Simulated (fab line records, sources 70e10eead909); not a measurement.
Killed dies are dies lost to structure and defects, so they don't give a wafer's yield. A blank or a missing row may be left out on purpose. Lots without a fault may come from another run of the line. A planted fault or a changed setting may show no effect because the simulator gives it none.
Which tool did it? | flow nand_harc | 23 lots, 69 wafers sampled, at 6 steps of a route of 1302

WHAT THE GAUGES READ, wafer by wafer
The record holds no reading of a measuring or inspecting step that can be judged against a usual standard deviation.

WHICH TOOL RAN EACH LOT (tool, then ch and the chambers of the sampled wafers, then the start)
lot  | NHARC_A_STAIRCASE_TRIM_20          | NHARC_A_STAIRCASE_STRIP_175          | NHARC_A_STAIRCASE_TRIM_193                    | NHARC_A_STAIRCASE_DESCUM_219       | NHARC_A_STAIRCASE_TRIM_222     | NHARC_A_STAIRCASE_ETCH_223
L075 | rie_diel-07 ch 0,2, day 15 15:14   | plasma_asher-01 ch 0,1, day 15 16:59 | rie_diel-07 ch 0,2,3, day 15 22:33 or earlier | rie_diel-03 ch 0,2,3, day 15 22:33 | rie_diel-03 ch 0,2,3, no start | rie_diel-03 ch 0,2,3, no start
L074 | rie_diel-07 ch 2,3, day 16 02:38   | plasma_asher-02 ch 0,1, day 16 03:47 | rie_diel-03 ch 0,1,2, day 16 09:00 or earlier | rie_diel-13 ch 0,1,3, day 16 09:00 | rie_diel-13 ch 2,3, no start   | rie_diel-13 ch 0,3, no start
L077 | rie_diel-07 ch 1,2,3, day 16 10:48 | plasma_asher-02 ch 0,1, day 16 12:01 | rie_diel-07 ch 0,2,3, day 16 17:10 or earlier | rie_diel-07 ch 0,2,3, day 16 17:10 | rie_diel-07 ch 0,1,3, no start | rie_diel-07 ch 0,1,3, no start
L076 | rie_diel-07 ch 2,3, day 16 11:08   | plasma_asher-01 ch 0,1, day 16 12:17 | rie_diel-13 ch 1,3, day 16 17:58 or earlier   | rie_diel-13 ch 0,1,3, day 16 17:58 | rie_diel-13 ch 0,1,3, no start | rie_diel-13 ch 0,3, no start
L078 | rie_diel-07 ch 0,2,3, day 17 13:04 | plasma_asher-02 ch 0,1, day 17 14:05 | rie_diel-03 ch 0,2, day 17 19:29 or earlier   | rie_diel-13 ch 0,1,2, day 17 19:29 | rie_diel-13 ch 0,1, no start   | rie_diel-13 ch 0,2, no start
L080 | rie_diel-13 ch 0,1,3, day 18 14:34 | plasma_asher-01 ch 0,1, day 18 15:40 | rie_diel-07 ch 0,1,2, day 18 20:56 or earlier | rie_diel-03 ch 0,2, day 18 20:56   | rie_diel-03 ch 0,1,2, no start | rie_diel-03 ch 2,3, no start
L079 | rie_diel-03 ch 0,2, day 18 14:52   | plasma_asher-02 ch 0,1, day 18 16:10 | rie_diel-13 ch 1,2,3, day 18 22:05 or earlier | rie_diel-07 ch 0,1,2, day 18 22:05 | rie_diel-07 ch 0,2, no start   | rie_diel-07 ch 0,1,3, no start
L082 | rie_diel-07 ch 0,1,3, day 18 14:52 | plasma_asher-01 ch 0,1, day 18 15:55 | rie_diel-03 ch 0,2,3, day 18 21:14 or earlier | rie_diel-07 ch 0,2,3, day 18 21:14 | rie_diel-07 ch 0,2,3, no start | rie_diel-07 ch 0,1,3, no start
L081 | rie_diel-13 ch 0,2,3, day 18 22:37 | plasma_asher-01 ch 0,1, day 18 23:49 | rie_diel-07 ch 1,3, day 19 04:58 or earlier   | rie_diel-13 ch 0,1, day 19 04:58   | rie_diel-13 ch 0,1,3, no start | rie_diel-13 ch 0,2, no start
L085 | rie_diel-07 ch 1,2, day 19 21:59   | plasma_asher-02 ch 0,1, day 19 23:04 | rie_diel-03 ch 2,3, day 20 04:47 or earlier   | rie_diel-07 ch 0,3, day 20 04:47   | rie_diel-07 ch 0,2, no start   | rie_diel-07 ch 0,1,2, no start
L083 | rie_diel-03 ch 2,3, day 19 22:47   | plasma_asher-02 ch 0,1, day 20 00:23 | rie_diel-07 ch 1,2,3, day 20 05:32 or earlier | rie_diel-07 ch 1,3, day 20 05:32   | rie_diel-07 ch 0,1,2, no start | rie_diel-07 ch 0,1,2, no start
L084 | rie_diel-03 ch 1,2, day 20 01:56   | plasma_asher-02 ch 0,1, day 20 03:35 | rie_diel-13 ch 1,2,3, day 20 08:59 or earlier | rie_diel-07 ch 0,1,3, day 20 08:59 | rie_diel-07 ch 1,2,3, no start | rie_diel-07 ch 0,1, no start
L086 | rie_diel-07 ch 0,1,3, day 21 04:28 | plasma_asher-01 ch 0,1, day 21 05:35 | rie_diel-03 ch 0,2,3, day 21 10:37 or earlier | rie_diel-03 ch 2,3, day 21 10:37   | rie_diel-03 ch 2,3, no start   | rie_diel-03 ch 1,2,3, no start
L087 | rie_diel-03 ch 0,1,3, day 21 20:05 | plasma_asher-01 ch 0,1, day 21 21:17 | rie_diel-03 ch 0,2,3, day 22 02:17 or earlier | rie_diel-03 ch 1,2,3, day 22 02:17 | rie_diel-03 ch 0,1,3, no start | rie_diel-03 ch 0,2,3, no start
L089 | rie_diel-07 ch 0,2,3, day 22 07:53 | plasma_asher-01 ch 0,1, day 22 09:01 | rie_diel-13 ch 0,1,3, day 22 14:56 or earlier | rie_diel-13 ch 2,3, day 22 14:56   | rie_diel-03 ch 0,2,3, no start | rie_diel-03 ch 0,1,2, no start
L090 | rie_diel-03 ch 1,2,3, day 22 08:07 | plasma_asher-02 ch 0,1, day 22 09:14 | rie_diel-03 ch 0,2,3, day 22 14:46 or earlier | rie_diel-07 ch 2,3, day 22 14:46   | rie_diel-07 ch 0,3, no start   | rie_diel-07 ch 1,2,3, no start
L091 | rie_diel-13 ch 0,3, day 23 07:13   | plasma_asher-02 ch 0,1, day 23 08:18 | rie_diel-07 ch 1,2,3, day 23 13:28 or earlier | rie_diel-03 ch 1,3, day 23 13:28   | rie_diel-03 ch 0,1, no start   | rie_diel-03 ch 0,3, no start
L093 | rie_diel-13 ch 0,1,3, day 23 11:52 | plasma_asher-01 ch 0,1, day 23 12:56 | rie_diel-13 ch 0,1,3, day 23 18:05 or earlier | rie_diel-07 ch 1,2,3, day 23 18:05 | rie_diel-07 ch 0,1,2, no start | rie_diel-07 ch 0,1,2, no start
L092 | rie_diel-07 ch 1,2,3, day 23 12:10 | plasma_asher-02 ch 0,1, day 23 13:23 | rie_diel-13 ch 0,1, day 23 18:37 or earlier   | rie_diel-13 ch 0,1, day 23 18:37   | rie_diel-13 ch 2,3, no start   | rie_diel-13 ch 1,3, no start
L094 | rie_diel-13 ch 0,3, day 24 08:25   | plasma_asher-02 ch 0,1, day 24 09:28 | rie_diel-07 ch 0,1,2, day 24 14:26 or earlier | rie_diel-13 ch 0,2,3, day 24 14:26 | rie_diel-13 ch 1,2,3, no start | rie_diel-13 ch 0,2, no start
L095 | rie_diel-07 ch 0,3, day 24 08:50   | plasma_asher-01 ch 0,1, day 24 09:59 | rie_diel-13 ch 0,2,3, day 24 15:07 or earlier | rie_diel-07 ch 1,2, day 24 15:07   | rie_diel-07 ch 1,3, no start   | rie_diel-07 ch 1,3, no start
L096 | rie_diel-03 ch 1,2, day 25 09:14   | plasma_asher-02 ch 0,1, day 25 10:24 | rie_diel-13 ch 0,1,3, day 25 16:01 or earlier | rie_diel-07 ch 0,1,2, day 25 16:01 | rie_diel-07 ch 1,2,3, no start | rie_diel-07 ch 1,2,3, no start
L097 | rie_diel-03 ch 0,2, day 25 18:04   | plasma_asher-02 ch 0,1, day 25 19:12 | rie_diel-13 ch 0,1,2, day 26 00:19 or earlier | rie_diel-03 ch 0,2,3, day 26 00:19 | rie_diel-03 ch 0,1,2, no start | rie_diel-03 ch 0,1,2, no start
- NHARC_A_STAIRCASE_TRIM_20: chemistry O2, time 211.2 s.
- NHARC_A_STAIRCASE_STRIP_175: strips in O2.
- NHARC_A_STAIRCASE_TRIM_193: chemistry O2, time 211.2 s.
- NHARC_A_STAIRCASE_DESCUM_219: chemistry O2, time 3 s.
- NHARC_A_STAIRCASE_TRIM_222: chemistry O2, time 211.2 s.
- NHARC_A_STAIRCASE_ETCH_223: etches the open film in C4F8/O2, target depth 100 nm, time 40.5 s.

WHAT THE TOOLS THEMSELVES READ (means of the sampled wafers that have a number; where no wafer has one, the mark that the record gives instead)
NHARC_A_STAIRCASE_TRIM_20. Usual: drypump_motor_current_A 5.9 A, standard deviation 0.43; oes_product_au 1.004 a.u., standard deviation 0.01; rf_vpp_V 57.7 V, standard deviation 0.89; showerhead_plenum_p_Torr 3.50 Torr, standard deviation 0.13; throttle_valve_pct 17.037 %, standard deviation 0.0087.
lot  | tool        | drypump_motor_current_A (A) | oes_product_au (a.u.) | rf_vpp_V (V) | showerhead_plenum_p_Torr (Torr) | throttle_valve_pct (%) | flag
L075 | rie_diel-07 | 5.9                         | 1.008                 | 58.2         | 3.44                            | 17.033                 |
L074 | rie_diel-07 | 5.8                         | 1.008                 | 57.3         | 3.39                            | 17.039                 |
L077 | rie_diel-07 | 6.1                         | 1.005                 | 57.9         | 3.46                            | 17.037                 |
L076 | rie_diel-07 | 5.8                         | 1.001                 | 57.3         | 3.39                            | 17.036                 |
L078 | rie_diel-07 | 5.8                         | 1.005                 | 57.9         | 3.38                            | 17.051                 |
L080 | rie_diel-13 | 5.7                         | 1.000                 | 57.8         | 3.63                            | 17.031                 |
L079 | rie_diel-03 | 6.3                         | 1.005                 | 56.7         | 3.42                            | 17.035                 |
L082 | rie_diel-07 | 6.0                         | 1.004                 | 56.8         | 3.46                            | 17.038                 |
L081 | rie_diel-13 | 5.8                         | 0.995                 | 58.1         | 3.55                            | 17.037                 |
L085 | rie_diel-07 | 6.4                         | 1.009                 | 57.7         | 3.58                            | 17.032                 |
L083 | rie_diel-03 | 6.1                         | 1.010                 | 58.4         | 3.49                            | 17.041                 |
L084 | rie_diel-03 | 5.8                         | 1.013                 | 58.4         | 3.48                            | 17.036                 |
L086 | rie_diel-07 | 6.0                         | 1.008                 | 57.7         | 3.62                            | 17.032                 |
L087 | rie_diel-03 | 5.8                         | 1.009                 | 57.1         | 3.43                            | 17.031                 |
L089 | rie_diel-07 | 5.8                         | 1.017                 | 58.3         | 3.54                            | 17.030                 |
L090 | rie_diel-03 | 5.8                         | 1.006                 | 57.7         | 3.49                            | 17.036                 |
L091 | rie_diel-13 | 6.1                         | 0.992                 | 57.8         | 3.57                            | 17.043                 |
L093 | rie_diel-13 | 5.7                         | 0.997                 | 58.6         | 3.61                            | 17.042                 |
L092 | rie_diel-07 | 6.0                         | 1.011                 | 57.2         | 3.62                            | 17.032                 |
L094 | rie_diel-13 | 5.7                         | 0.977                 | 57.7         | 3.57                            | 17.045                 |
L095 | rie_diel-07 | 5.7                         | 1.020                 | 58.0         | 3.66                            | 17.029                 |
L096 | rie_diel-03 | 5.5                         | 1.001                 | 58.1         | 3.45                            | 17.042                 |
L097 | rie_diel-03 | 6.3                         | 1.009                 | 57.6         | 3.39                            | 17.026                 |

NHARC_A_STAIRCASE_STRIP_175. Usual: drypump_motor_current_A 6.0 A, standard deviation 0.44; heater_power_w 341 W, standard deviation 24.
lot  | tool            | drypump_motor_current_A (A) | heater_power_w (W) | flag
L075 | plasma_asher-01 | 5.7                         | 346                |
L074 | plasma_asher-02 | 6.4                         | 328                |
L077 | plasma_asher-02 | 6.4                         | 328                |
L076 | plasma_asher-01 | 5.7                         | 362                |
L078 | plasma_asher-02 | 6.4                         | 329                |
L080 | plasma_asher-01 | 5.7                         | 347                |
L079 | plasma_asher-02 | 6.2                         | 332                |
L082 | plasma_asher-01 | 5.7                         | 369                |
L081 | plasma_asher-01 | 5.7                         | 351                |
L085 | plasma_asher-02 | 6.2                         | 337                |
L083 | plasma_asher-02 | 6.4                         | 321                |
L084 | plasma_asher-02 | 6.2                         | 335                |
L086 | plasma_asher-01 | 5.7                         | 362                |
L087 | plasma_asher-01 | 5.7                         | 363                |
L089 | plasma_asher-01 | 5.7                         | 346                |
L090 | plasma_asher-02 | 6.4                         | 319                |
L091 | plasma_asher-02 | 6.4                         | 319                |
L093 | plasma_asher-01 | 5.7                         | 352                |
L092 | plasma_asher-02 | 6.2                         | 339                |
L094 | plasma_asher-02 | 6.2                         | 340                |
L095 | plasma_asher-01 | 5.7                         | 339                |
L096 | plasma_asher-02 | 6.2                         | 341                |
L097 | plasma_asher-02 | 6.2                         | 337                |

NHARC_A_STAIRCASE_TRIM_193. Usual: drypump_motor_current_A 5.9 A, standard deviation 0.44; oes_product_au 1.002 a.u., standard deviation 0.011; rf_vpp_V 57.8 V, standard deviation 0.91; showerhead_plenum_p_Torr 3.51 Torr, standard deviation 0.13; throttle_valve_pct 17.037 %, standard deviation 0.0099.
lot  | tool        | drypump_motor_current_A (A) | oes_product_au (a.u.) | rf_vpp_V (V) | showerhead_plenum_p_Torr (Torr) | throttle_valve_pct (%) | flag
L075 | rie_diel-07 | 5.8                         | 1.005                 | 57.8         | 3.39                            | 17.036                 |
L074 | rie_diel-03 | 5.9                         | 0.997                 | 57.4         | 3.43                            | 17.035                 |
L077 | rie_diel-07 | 5.8                         | 1.003                 | 57.6         | 3.38                            | 17.035                 |
L076 | rie_diel-13 | 6.1                         | 1.004                 | 58.2         | 3.64                            | 17.042                 |
L078 | rie_diel-03 | 6.4                         | 1.002                 | 57.1         | 3.37                            | 17.031                 |
L080 | rie_diel-07 | 6.1                         | 1.003                 | 57.5         | 3.50                            | 17.051                 |
L079 | rie_diel-13 | 5.8                         | 0.995                 | 57.8         | 3.60                            | 17.038                 |
L082 | rie_diel-03 | 6.2                         | 0.994                 | 58.5         | 3.44                            | 17.038                 |
L081 | rie_diel-07 | 6.3                         | 1.005                 | 58.0         | 3.53                            | 17.038                 |
L085 | rie_diel-03 | 6.1                         | 1.012                 | 58.0         | 3.51                            | 17.037                 |
L083 | rie_diel-07 | 6.1                         | 1.007                 | 58.4         | 3.45                            | 17.035                 |
L084 | rie_diel-13 | 5.8                         | 1.001                 | 57.6         | 3.59                            | 17.049                 |
L086 | rie_diel-03 | 6.2                         | 1.014                 | 56.7         | 3.43                            | 17.041                 |
L087 | rie_diel-03 | 6.2                         | 1.014                 | 57.6         | 3.43                            | 17.041                 |
L089 | rie_diel-13 | 5.7                         | 0.995                 | 57.1         | 3.62                            | 17.029                 |
L090 | rie_diel-03 | 6.2                         | 1.005                 | 57.6         | 3.43                            | 17.031                 |
L091 | rie_diel-07 | 6.1                         | 1.008                 | 58.1         | 3.62                            | 17.029                 |
L093 | rie_diel-13 | 5.7                         | 0.992                 | 57.6         | 3.61                            | 17.034                 |
L092 | rie_diel-13 | 5.4                         | 0.989                 | 57.4         | 3.62                            | 17.035                 |
L094 | rie_diel-07 | 6.1                         | 1.026                 | 57.5         | 3.48                            | 17.042                 |
L095 | rie_diel-13 | 5.8                         | 0.992                 | 57.4         | 3.53                            | 17.041                 |
L096 | rie_diel-13 | 5.7                         | 0.986                 | 57.2         | 3.61                            | 17.046                 |
L097 | rie_diel-13 | 5.5                         | 0.986                 | 58.2         | 3.57                            | 17.037                 |

NHARC_A_STAIRCASE_DESCUM_219. Usual: drypump_motor_current_A 5.8 A, standard deviation 0.43; oes_product_au 1.004 a.u., standard deviation 0.011; rf_vpp_V 57.7 V, standard deviation 0.88; showerhead_plenum_p_Torr 1.90 Torr, standard deviation 0.08; throttle_valve_pct 11.312 %, standard deviation 0.0086.
lot  | tool        | drypump_motor_current_A (A) | oes_product_au (a.u.) | rf_vpp_V (V) | showerhead_plenum_p_Torr (Torr) | throttle_valve_pct (%) | flag
L075 | rie_diel-03 | 6.2                         | 1.006                 | 58.2         | 1.87                            | 11.316                 |
L074 | rie_diel-13 | 5.7                         | 1.004                 | 57.1         | 1.98                            | 11.311                 |
L077 | rie_diel-07 | 5.8                         | 1.004                 | 56.8         | 1.83                            | 11.318                 |
L076 | rie_diel-13 | 5.7                         | 0.996                 | 57.7         | 1.98                            | 11.310                 |
L078 | rie_diel-13 | 5.5                         | 0.991                 | 58.4         | 1.96                            | 11.322                 |
L080 | rie_diel-03 | 6.3                         | 1.003                 | 57.3         | 1.85                            | 11.315                 |
L079 | rie_diel-07 | 6.1                         | 0.999                 | 57.7         | 1.90                            | 11.313                 |
L082 | rie_diel-07 | 5.8                         | 1.002                 | 56.8         | 1.83                            | 11.311                 |
L081 | rie_diel-13 | 5.3                         | 0.992                 | 58.4         | 1.98                            | 11.312                 |
L085 | rie_diel-07 | 5.7                         | 1.002                 | 57.4         | 1.79                            | 11.319                 |
L083 | rie_diel-07 | 6.3                         | 1.010                 | 57.3         | 1.91                            | 11.313                 |
L084 | rie_diel-07 | 6.0                         | 1.002                 | 58.7         | 1.87                            | 11.312                 |
L086 | rie_diel-03 | 6.1                         | 1.011                 | 58.0         | 1.89                            | 11.317                 |
L087 | rie_diel-03 | 5.8                         | 1.004                 | 57.9         | 1.89                            | 11.319                 |
L089 | rie_diel-13 | 5.9                         | 1.003                 | 57.4         | 1.89                            | 11.315                 |
L090 | rie_diel-07 | 5.8                         | 1.021                 | 58.1         | 1.92                            | 11.302                 |
L091 | rie_diel-03 | 5.7                         | 1.005                 | 57.7         | 1.90                            | 11.304                 |
L093 | rie_diel-07 | 6.1                         | 1.005                 | 57.7         | 1.97                            | 11.305                 |
L092 | rie_diel-13 | 5.4                         | 0.977                 | 57.8         | 1.99                            | 11.302                 |
L094 | rie_diel-13 | 5.8                         | 0.992                 | 56.8         | 1.91                            | 11.304                 |
L095 | rie_diel-07 | 6.1                         | 1.017                 | 58.0         | 1.89                            | 11.311                 |
L096 | rie_diel-07 | 6.1                         | 1.009                 | 58.8         | 1.89                            | 11.317                 |
L097 | rie_diel-03 | 6.2                         | 1.017                 | 57.8         | 1.84                            | 11.307                 |

NHARC_A_STAIRCASE_TRIM_222. Usual: drypump_motor_current_A 5.9 A, standard deviation 0.43; oes_product_au 1.003 a.u., standard deviation 0.0099; rf_vpp_V 57.7 V, standard deviation 0.84; showerhead_plenum_p_Torr 3.51 Torr, standard deviation 0.14; throttle_valve_pct 17.036 %, standard deviation 0.009.
lot  | tool        | drypump_motor_current_A (A) | oes_product_au (a.u.) | rf_vpp_V (V) | showerhead_plenum_p_Torr (Torr) | throttle_valve_pct (%) | flag
L075 | rie_diel-03 | 6.2                         | 1.005                 | 57.0         | 3.45                            | 17.036                 |
L074 | rie_diel-13 | 6.1                         | 1.005                 | 57.6         | 3.55                            | 17.041                 |
L077 | rie_diel-07 | 6.0                         | 1.007                 | 58.0         | 3.46                            | 17.042                 |
L076 | rie_diel-13 | 5.7                         | 1.003                 | 58.2         | 3.64                            | 17.040                 |
L078 | rie_diel-13 | 5.4                         | 0.991                 | 58.7         | 3.69                            | 17.035                 |
L080 | rie_diel-03 | 5.9                         | 0.995                 | 57.4         | 3.42                            | 17.040                 |
L079 | rie_diel-07 | 5.9                         | 1.002                 | 57.7         | 3.43                            | 17.032                 |
L082 | rie_diel-07 | 5.8                         | 0.999                 | 58.2         | 3.38                            | 17.041                 |
L081 | rie_diel-13 | 5.7                         | 0.993                 | 57.8         | 3.63                            | 17.028                 |
L085 | rie_diel-07 | 5.8                         | 1.005                 | 57.5         | 3.41                            | 17.036                 |
L083 | rie_diel-07 | 6.1                         | 0.999                 | 58.2         | 3.49                            | 17.027                 |
L084 | rie_diel-07 | 6.0                         | 1.007                 | 56.9         | 3.45                            | 17.031                 |
L086 | rie_diel-03 | 6.1                         | 1.005                 | 57.8         | 3.51                            | 17.041                 |
L087 | rie_diel-03 | 5.8                         | 1.000                 | 58.0         | 3.43                            | 17.034                 |
L089 | rie_diel-03 | 6.2                         | 1.003                 | 57.0         | 3.43                            | 17.031                 |
L090 | rie_diel-07 | 5.7                         | 1.014                 | 57.8         | 3.67                            | 17.033                 |
L091 | rie_diel-03 | 6.0                         | 0.999                 | 56.9         | 3.35                            | 17.037                 |
L093 | rie_diel-07 | 6.1                         | 1.008                 | 57.5         | 3.48                            | 17.047                 |
L092 | rie_diel-13 | 5.9                         | 1.005                 | 57.3         | 3.49                            | 17.035                 |
L094 | rie_diel-13 | 5.8                         | 0.999                 | 58.1         | 3.57                            | 17.033                 |
L095 | rie_diel-07 | 6.3                         | 1.003                 | 58.7         | 3.69                            | 17.041                 |
L096 | rie_diel-07 | 6.0                         | 1.014                 | 57.2         | 3.61                            | 17.043                 |
L097 | rie_diel-03 | 5.9                         | 1.013                 | 57.7         | 3.40                            | 17.035                 |

NHARC_A_STAIRCASE_ETCH_223. Usual: oes_product_au 0.946 a.u., standard deviation 0.013; rf_vpp_V 895 V, standard deviation 4.9.
lot  | tool        | oes_product_au (a.u.) | rf_vpp_V (V) | flag
L075 | rie_diel-03 | 0.937                 | 894          |
L074 | rie_diel-13 | 0.946                 | 899          |
L077 | rie_diel-07 | 0.934                 | 893          |
L076 | rie_diel-13 | 0.950                 | 898          |
L078 | rie_diel-13 | 0.936                 | 895          |
L080 | rie_diel-03 | 0.969                 | 895          |
L079 | rie_diel-07 | 0.939                 | 893          |
L082 | rie_diel-07 | 0.938                 | 892          |
L081 | rie_diel-13 | 0.941                 | 895          |
L085 | rie_diel-07 | 0.946                 | 895          |
L083 | rie_diel-07 | 0.946                 | 895          |
L084 | rie_diel-07 | 0.941                 | 896          |
L086 | rie_diel-03 | 0.955                 | 896          |
L087 | rie_diel-03 | 0.956                 | 891          |
L089 | rie_diel-03 | 0.940                 | 892          |
L090 | rie_diel-07 | 0.969                 | 900          |
L091 | rie_diel-03 | 0.943                 | 890          |
L093 | rie_diel-07 | 0.956                 | 895          |
L092 | rie_diel-13 | 0.948                 | 899          |
L094 | rie_diel-13 | 0.932                 | 896          |
L095 | rie_diel-07 | 0.951                 | 903          |
L096 | rie_diel-07 | 0.958                 | 899          |
L097 | rie_diel-03 | 0.949                 | 892          |

THE ANSWER, worked out from the rows above alone
Rule: a lot is off if the mean of its wafers that have a number lies more than 3 standard deviations from the usual mean. A lot without any number at a reading at which 4 lots or more have one is off too. The other lots that the step has rows for count as sound. The gauges are gone through in route order, then the tools' own readings, and for those a lot's mean is taken as printed above. The first step at which some lot is off is used, and at that step the reading that is off furthest; a lot without a number counts as furthest.
No lot is off at any reading shown: from this, nothing can be told.

WHAT THE SIMULATOR HAD PUT IN
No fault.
